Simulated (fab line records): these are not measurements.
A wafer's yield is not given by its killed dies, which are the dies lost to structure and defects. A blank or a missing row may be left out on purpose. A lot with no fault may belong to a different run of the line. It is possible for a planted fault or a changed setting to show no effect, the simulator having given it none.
Matching of chambers / flow n5Finfet / N5_BEOL_M14_DESCUM_33 on rieDiel-01 has 4 sister chambers
The step chemistry O2, time 7.9 s. 4 wafers are shown with their chamber, then 9 later ones without.

## WAFERS WITH THEIR CHAMBER
wafer=L086.1; chamber=1; showerheadPlenumPTorr (Torr)=2.14
wafer=L088.1; chamber=0; showerheadPlenumPTorr (Torr)=2.03
wafer=L088.3; chamber=2; showerheadPlenumPTorr (Torr)=2.02
wafer=L088.6; chamber=3; showerheadPlenumPTorr (Torr)=2.06

## WAFERS WHOSE CHAMBER IS MISSING
wafer=L090.2; showerheadPlenumPTorr (Torr)=2.05
wafer=L090.5; showerheadPlenumPTorr (Torr)=2.05
wafer=L090.6; showerheadPlenumPTorr (Torr)=2.02
wafer=L094.1; showerheadPlenumPTorr (Torr)=2.02
wafer=L094.3; showerheadPlenumPTorr (Torr)=2.03
wafer=L094.5; showerheadPlenumPTorr (Torr)=2.05
wafer=L097.1; showerheadPlenumPTorr (Torr)=2.02
wafer=L097.2; showerheadPlenumPTorr (Torr)=2.13
wafer=L097.6; showerheadPlenumPTorr (Torr)=2.02

## THE CHAMBER EACH PASSED THROUGH
wafer=L090.2; from the rows above=can't be placed: 3 or 0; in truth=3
wafer=L090.5; from the rows above=can't be placed: 3 or 0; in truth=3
wafer=L090.6; from the rows above=can't be placed: 2 or 0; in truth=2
wafer=L094.1; from the rows above=can't be placed: 2 or 0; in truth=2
wafer=L094.3; from the rows above=can't be placed: 0 or 2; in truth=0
wafer=L094.5; from the rows above=can't be placed: 3 or 0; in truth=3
wafer=L097.1; from the rows above=can't be placed: 2 or 0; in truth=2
wafer=L097.2; from the rows above=1; in truth=1
wafer=L097.6; from the rows above=can't be placed: 2 or 0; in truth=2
Correctly placed: 1 of 9. Unplaceable from these rows: 8, with the true chamber sitting among the candidates in 8. 0 placed wrongly.
How it was worked out, from the rows above alone: a wafer's distance from a chamber is the root of the sum, over the readings, of the square of ((its reading less the chamber's mean) divided by the reading's scatter). The wafer belongs to the nearest chamber; if the next one is less than 2 further off, it can't be placed. The mean given for a chamber averages the wafers shown for that chamber. The scatter (one wafer shown for each chamber): square how far every hidden wafer sits from the nearest shown wafer, average those squares and take the square root.
